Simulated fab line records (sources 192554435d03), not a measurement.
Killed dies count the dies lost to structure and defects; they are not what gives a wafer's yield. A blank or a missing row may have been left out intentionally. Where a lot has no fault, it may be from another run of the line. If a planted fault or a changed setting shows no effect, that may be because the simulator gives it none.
Which of the tools did it? || flow n5 finfet || Sampling: 6 lots, 17 wafers, 3 of 1938 route steps

== WHAT THE GAUGES SHOWED, per wafer ==
N5_MIM_BOT_LITHO_CD_MEAS_08: the cd target is 3000 nm.
{"lot": "L412", "measured": "day 11 07:52", "on": "cd sem-01", "cd nm (nm)": "3004.9 3001.4 3003.5"}
{"lot": "L414", "measured": "day 12 11:11", "on": "cd sem-02", "cd nm (nm)": "3000.3 3002.1"}
{"lot": "L419", "measured": "day 13 07:58", "on": "cd sem-03", "cd nm (nm)": "3003.0 3003.9 3002.0"}
{"lot": "L423", "measured": "day 14 11:17", "on": "cd sem-01", "cd nm (nm)": "3001.9 3000.4 2999.7"}
{"lot": "L432", "measured": "day 16 21:26", "on": "cd sem-01", "cd nm (nm)": "3002.6 2999.7 3002.4"}
{"lot": "L434", "measured": "day 17 11:28", "on": "cd sem-01", "cd nm (nm)": "3000.2 2999.7 2999.2"}

== WHAT TOOL EACH LOT RAN ON (gives the tool, then ch and the chambers of the sampled wafers, and finally the start) ==
{"lot": "L412", "N5_MOL_CONTACT_COAG_PRECLEAN_125": "wet bench-03 ch 0,3,5, day 5 00:25", "N5_MIM_TOP_ETCH_STRIP_01": "rie diel-04 ch 1,2, day 11 07:26"}
{"lot": "L414", "N5_MOL_CONTACT_COAG_PRECLEAN_125": "wet bench-06 ch 1,4, day 5 21:46", "N5_MIM_TOP_ETCH_STRIP_01": "rie diel-03 ch 1,2, day 12 10:44"}
{"lot": "L419", "N5_MOL_CONTACT_COAG_PRECLEAN_125": "wet bench-03 ch 0,2,4, day 6 21:18", "N5_MIM_TOP_ETCH_STRIP_01": "rie diel-03 ch 1,2,3, day 13 07:26"}
{"lot": "L423", "N5_MOL_CONTACT_COAG_PRECLEAN_125": "wet bench-02 ch 4,6,7, day 8 02:44", "N5_MIM_TOP_ETCH_STRIP_01": "rie diel-04 ch 1,3, day 14 10:44"}
{"lot": "L432", "N5_MOL_CONTACT_COAG_PRECLEAN_125": "wet bench-02 ch 1,4,6, day 10 04:45", "N5_MIM_TOP_ETCH_STRIP_01": "rie diel-01 ch 1,2,3, day 16 20:52"}
{"lot": "L434", "N5_MOL_CONTACT_COAG_PRECLEAN_125": "wet bench-06 ch 1,2,5, day 10 13:58", "N5_MIM_TOP_ETCH_STRIP_01": "rie diel-04 ch 1,3, day 17 11:03"}
- N5_MOL_CONTACT_COAG_PRECLEAN_125: cleans in DIW, time 57.5 s.
- N5_MIM_TOP_ETCH_STRIP_01: strips in O2.

== THE ANSWER, worked out from the rows above alone ==
Rule: what is usual is taken from the lots themselves. The widest of any qualifying gaps counts: lots, ordered by their means at a reading, are off when they make up no more than a third of the lots, leave a main group of 4 or more, and stand apart from it by 3 or more times the standard deviation of that group's means. A main group is skipped when, at the precision printed for the reading in the tables above, its means are all equal. Also off: a lot with no number at a reading for which 4 or more lots have one. All remaining lots with rows at the step are treated as sound.
No lot is off on any of the readings shown, so nothing can be concluded from this.

== WHAT THE SIMULATOR HAD INSERTED ==
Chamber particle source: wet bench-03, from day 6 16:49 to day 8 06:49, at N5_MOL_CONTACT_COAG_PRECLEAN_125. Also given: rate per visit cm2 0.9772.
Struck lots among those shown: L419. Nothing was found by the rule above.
